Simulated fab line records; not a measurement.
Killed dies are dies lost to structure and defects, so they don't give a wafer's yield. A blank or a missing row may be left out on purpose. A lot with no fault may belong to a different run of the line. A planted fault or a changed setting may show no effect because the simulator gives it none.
Split-lot experiment ; flow n5_finfet ; route with 1938 steps; 7 lots, 39 wafers read

ABOUT THE SPLIT
At N5_PASSIVATION_AL_DEP_21 (deposits Al, target thk 2800 nm, time 170 s), the setting time_s was moved away from the recipe's 170 s on 15 of the 39 wafers read, by -58.4% to +59.6%. All remaining wafers had this setting at the recipe value.

Reading taken at the split's own step.

THE READING
Al_of_PASSIVATION_AL_DEP_21.thk_nm (the simulator's own value, which no gauge read), in nm, at N5_PASSIVATION_AL_DEP_21 (deposits Al, target thk 2800 nm, time 170 s). The file gives no usual value for it. The 24 wafers here that ran the recipe average 2806 nm, standard deviation 31 nm.

wafer;tool, chamber at the split;time_s as run, s;against the recipe;Al_of_PASSIVATION_AL_DEP_21.thk_nm, nm;against lot-mates on the recipe
L076.3;pvd_sputter-02, -;170;recipe;2801;-
L076.4;pvd_sputter-02, -;170;recipe;2811;-
L076.5;pvd_sputter-02, -;170;recipe;2796;-
L082.1;pvd_sputter-01, -;170;recipe;2777;-
L082.2;pvd_sputter-01, -;271.4;+59.6%;4456;+1657
L082.3;pvd_sputter-01, -;170;recipe;2813;-
L082.4;pvd_sputter-01, -;271.4;+59.6%;4454;+1655
L082.5;pvd_sputter-01, -;170;recipe;2807;-
L082.6;pvd_sputter-01, -;271.4;+59.6%;4457;+1658
L087.1;pvd_sputter-01, -;170;recipe;2857;-
L087.2;pvd_sputter-01, -;170;recipe;2859;-
L087.3;pvd_sputter-01, -;245.5;+44.4%;4117;+1265
L087.4;pvd_sputter-01, -;170;recipe;2839;-
L087.5;pvd_sputter-01, -;245.5;+44.4%;4108;+1256
L087.6;pvd_sputter-01, -;245.5;+44.4%;4121;+1269
L090.1;pvd_sputter-01, -;233.1;+37.1%;3858;+1058
L090.2;pvd_sputter-01, -;233.1;+37.1%;3846;+1046
L090.3;pvd_sputter-01, -;170;recipe;2788;-
L090.4;pvd_sputter-01, -;233.1;+37.1%;3843;+1043
L090.5;pvd_sputter-01, -;170;recipe;2814;-
L090.6;pvd_sputter-01, -;170;recipe;2798;-
L096.1;pvd_sputter-03, -;126.4;-25.6%;2059;-714
L096.2;pvd_sputter-03, -;170;recipe;2786;-
L096.3;pvd_sputter-03, -;170;recipe;2774;-
L096.4;pvd_sputter-03, -;126.4;-25.6%;2096;-677
L096.5;pvd_sputter-03, -;170;recipe;2759;-
L096.6;pvd_sputter-03, -;126.4;-25.6%;2070;-703
L093.1;pvd_sputter-03, -;170;recipe;2826;-
L093.2;pvd_sputter-03, -;170;recipe;2824;-
L093.3;pvd_sputter-03, -;170;recipe;2827;-
L093.4;pvd_sputter-03, -;170;recipe;2840;-
L093.5;pvd_sputter-03, -;170;recipe;2839;-
L093.6;pvd_sputter-03, -;170;recipe;2832;-
L097.1;pvd_sputter-02, -;170;recipe;2767;-
L097.2;pvd_sputter-02, -;70.67;-58.4%;1135;-1621
L097.3;pvd_sputter-02, -;70.67;-58.4%;1115;-1641
L097.4;pvd_sputter-02, -;70.67;-58.4%;1128;-1628
L097.5;pvd_sputter-02, -;170;recipe;2753;-
L097.6;pvd_sputter-02, -;170;recipe;2748;-

THE FIT
A straight line over all 39 wafers: Al_of_PASSIVATION_AL_DEP_21.thk_nm changes by +28.4 nm for each +1% of time_s; r = +1.00; the points scatter about the line by 32 nm.
The same after taking each lot's own level away (the mean of its wafers on the recipe; 39 wafers): +27.9 nm for each +1%; r = +1.00; scatter 13 nm.
According to that fit, moving time_s by its largest amount changes the reading by 1.7e+03 nm.
Measured against the standard deviation above, the lots' own levels, which go from 2756.0 to 2851.7 nm, span 3.1 times it.
So the lot-to-lot level changes the slope little: the two slopes agree.
Check: with one of the wafers moved furthest among these (+59.6%) left out of the fit, the line predicts +1.67e+03 nm for it against its lot-mates. It came out at +1.66e+03 nm against them.

OTHER SPLITS APPLIED TO THESE WAFERS
Note: prior to the reading, these wafers also went through further splits. Each is held against what the fit with the lots' levels taken away leaves over:
other split on the same wafers;wafers away from the commonest value;r with Al_of_PASSIVATION_AL_DEP_21.thk_nm (lot level and that fit taken away)
N5_BEOL_M12_ETCH_59 target_depth_a;9;+0.27

THE FILE'S OWN FIT
Al_of_PASSIVATION_AL_DEP_21.thk_nm changes by +28 nm for each +1% of time_s, r = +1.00.
